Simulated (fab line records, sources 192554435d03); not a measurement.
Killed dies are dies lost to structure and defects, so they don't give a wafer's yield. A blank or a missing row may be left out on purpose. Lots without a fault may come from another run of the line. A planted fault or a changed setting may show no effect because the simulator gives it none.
Split-lot experiment | flow n5_finfet | 7 lots, 21 wafers read, on a route of 1938 steps

THE SPLIT
At N5_BEOL_M14_EXPOSE_25 (exposes mask M14, target cd 280 nm), the setting dose_mj was moved away from the recipe's 26.6 on 8 of the 21 wafers read, by -6.5% to +5.2%. The other wafers ran this setting at the recipe's value.

FROM THE SPLIT TO THE READING: what the file shows between them, 3 steps
- N5_BEOL_M14_PEB_26: peb time 90 s
- N5_BEOL_M14_DEVELOP_27: develop time 45 s
- N5_BEOL_M14_HARDBAKE_32: time 120 s

THE READING
cd_nm, in nm, at N5_BEOL_M14_CD_MEAS_28 (target cd 284.4 nm). Fault-free wafers of this fab line usually give 284.7 nm, standard deviation 1.7 nm.

wafer  | tool, chamber at the split | dose_mj as run | against the recipe | cd_nm, nm | against lot-mates on the recipe
L079.3 | krf_scanner-02, 0          | 26.6           | recipe             | 287.1     | -
L079.5 | krf_scanner-02, 0          | 26.6           | recipe             | 284.1     | -
L079.6 | krf_scanner-02, 0          | 26.6           | recipe             | 285.3     | -
L085.2 | krf_scanner-01, 0          | 26.6           | recipe             | 283.7     | -
L085.5 | krf_scanner-01, 0          | 26.6           | recipe             | 286.0     | -
L085.6 | krf_scanner-01, 0          | 26.6           | recipe             | 284.8     | -
L084.1 | krf_scanner-02, 0          | 26.6           | recipe             | 286.0     | -
L084.2 | krf_scanner-02, 0          | 26.6           | recipe             | 285.3     | -
L084.6 | krf_scanner-02, 0          | 26.6           | recipe             | 285.1     | -
L091.1 | krf_scanner-02, 0          | 27.98          | +5.2%              | 290.8     | +9.6
L091.4 | krf_scanner-02, 0          | 27.98          | +5.2%              | 292.0     | +10.8
L091.5 | krf_scanner-02, 0          | 26.6           | recipe             | 281.2     | -
L092.3 | krf_scanner-02, 0          | 26.6           | recipe             | 283.5     | -
L092.4 | krf_scanner-02, 0          | 24.86          | -6.5%              | 274.0     | -9.5
L092.5 | krf_scanner-02, 0          | 24.86          | -6.5%              | 273.2     | -10.3
L096.2 | krf_scanner-01, 0          | 26             | -2.3%              | 280.9     | -3.9
L096.3 | krf_scanner-01, 0          | 26             | -2.3%              | 280.3     | -4.5
L096.4 | krf_scanner-01, 0          | 26.6           | recipe             | 284.8     | -
L097.1 | krf_scanner-02, 0          | 26.6           | recipe             | 285.0     | -
L097.2 | krf_scanner-02, 0          | 27.42          | +3.1%              | 288.9     | +3.9
L097.4 | krf_scanner-02, 0          | 27.42          | +3.1%              | 289.7     | +4.7

THE FIT
A straight line over all 21 wafers: cd_nm changes by +1.55 nm for each +1% of dose_mj; r = +0.96; the points scatter about the line by 1.3 nm.
The same after taking each lot's own level away (the mean of its wafers on the recipe; 21 wafers): +1.67 nm for each +1%; r = +0.98; scatter 0.96 nm.
On that fit, the largest move of dose_mj shifts the reading by 11 nm.
The lots' own levels span 281.20 to 285.50 nm, that is 2.5 times the standard deviation above.
So the lot-to-lot level changes the slope little: the two slopes agree.
Check: with one of the wafers moved furthest among these (-6.5%) left out of the fit, the line predicts -11.3 nm for it against its lot-mates. It came out at -9.5 nm against them.

OTHER SPLITS ON THESE WAFERS
These wafers also went through other splits before the reading. Each is held against what the fit with the lots' levels taken away leaves over:
other split on the same wafers | wafers away from the commonest value | r with cd_nm (lot level and that fit taken away)
N5_BEOL_M14_EXPOSE_07 dose_mj  | 5                                    | -0.28

THE WHOLE CHAIN: every reading that the file lists as answering this split, in the file's order
step                   | what it does                                           | reading                                                         | change (the file's fit)              | r (the file's)
N5_BEOL_M14_CD_MEAS_28 | target cd 284.4 nm                                     | cd_nm                                                           | +1.66 nm for each +1% of the setting | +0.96
N5_BEOL_M14_DESCUM_33  | chemistry O2, time 7.9 s                               | BEOL_M14.cd_nm (the simulator's own value, which no gauge read) | +1.67 nm for each +1% of the setting | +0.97
N5_BEOL_M14_ETCH_67    | etches SiARC in CF4, target depth 143 nm, time 238.3 s | BEOL_M14.cd_nm (the simulator's own value, which no gauge read) | +1.55 nm for each +1% of the setting | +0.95
N5_BEOL_M14_ETCH_68    | etches SOC in N2/H2, time 450 s                        | BEOL_M14.cd_nm (the simulator's own value, which no gauge read) | +1.77 nm for each +1% of the setting | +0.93

THE FILE'S OWN FIT
cd_nm changes by +1.66 nm for each +1% of dose_mj, r = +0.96.
